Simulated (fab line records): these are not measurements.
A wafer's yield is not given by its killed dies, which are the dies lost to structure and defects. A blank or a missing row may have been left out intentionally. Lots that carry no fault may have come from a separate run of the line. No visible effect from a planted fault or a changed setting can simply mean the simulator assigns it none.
Chamber matching || flow nand harc || 4 sister chambers for NHARC_P_GATE_STRIP_108 on rie diel-10
The step strips in O2. 8 wafers are shown with their chamber, then 7 later ones without.

WAFERS PAIRED WITH THEIR CHAMBERS
{"wafer": "L259.4", "chamber": 3, "showerhead plenum p Torr (Torr)": 3.76, "drypump motor current A (A)": 5.90}
{"wafer": "L265.2", "chamber": 3, "showerhead plenum p Torr (Torr)": 3.76, "drypump motor current A (A)": 5.89}
{"wafer": "L265.3", "chamber": 1, "showerhead plenum p Torr (Torr)": 3.54, "drypump motor current A (A)": 5.65}
{"wafer": "L265.4", "chamber": 0, "showerhead plenum p Torr (Torr)": 3.74, "drypump motor current A (A)": 5.33}
{"wafer": "L268.5", "chamber": 1, "showerhead plenum p Torr (Torr)": 3.53, "drypump motor current A (A)": 5.61}
{"wafer": "L268.6", "chamber": 2, "showerhead plenum p Torr (Torr)": 3.65, "drypump motor current A (A)": 6.02}
{"wafer": "L279.1", "chamber": 0, "showerhead plenum p Torr (Torr)": 3.73, "drypump motor current A (A)": 5.31}
{"wafer": "L279.2", "chamber": 2, "showerhead plenum p Torr (Torr)": 3.65, "drypump motor current A (A)": 6.04}

WAFERS MISSING THEIR CHAMBER
{"wafer": "L279.3", "showerhead plenum p Torr (Torr)": 3.53, "drypump motor current A (A)": 5.65}
{"wafer": "L280.2", "showerhead plenum p Torr (Torr)": 3.65, "drypump motor current A (A)": 6.07}
{"wafer": "L280.5", "showerhead plenum p Torr (Torr)": 3.65, "drypump motor current A (A)": 6.04}
{"wafer": "L280.6", "showerhead plenum p Torr (Torr)": 3.53, "drypump motor current A (A)": 5.64}
{"wafer": "L281.1", "showerhead plenum p Torr (Torr)": 3.65, "drypump motor current A (A)": 6.04}
{"wafer": "L281.3", "showerhead plenum p Torr (Torr)": 3.75, "drypump motor current A (A)": 5.91}
{"wafer": "L281.5", "showerhead plenum p Torr (Torr)": 3.73, "drypump motor current A (A)": 5.35}

EACH ONE'S CHAMBER
{"wafer": "L279.3", "from the rows above": 1, "in truth": 1}
{"wafer": "L280.2", "from the rows above": 2, "in truth": 2}
{"wafer": "L280.5", "from the rows above": 2, "in truth": 2}
{"wafer": "L280.6", "from the rows above": 1, "in truth": 1}
{"wafer": "L281.1", "from the rows above": 2, "in truth": 2}
{"wafer": "L281.3", "from the rows above": 3, "in truth": 3}
{"wafer": "L281.5", "from the rows above": 0, "in truth": 0}
Placed correctly: 7 of 7. Not placeable from these rows: 0. Wrongly placed: 0.
How it was worked out, from the rows above alone: a wafer's distance from a chamber is the root of the sum, over the readings, of the square of ((its reading less the chamber's mean) divided by the reading's scatter). If the next closest chamber is less than 2 further off than the closest, the wafer can't be placed; otherwise it belongs to the closest. A chamber's mean is the mean of its shown wafers. How the scatter is found: for the shown wafers, subtract from each reading the mean of its chamber, square and add these, divide the total by (wafers less chambers), then take the root.
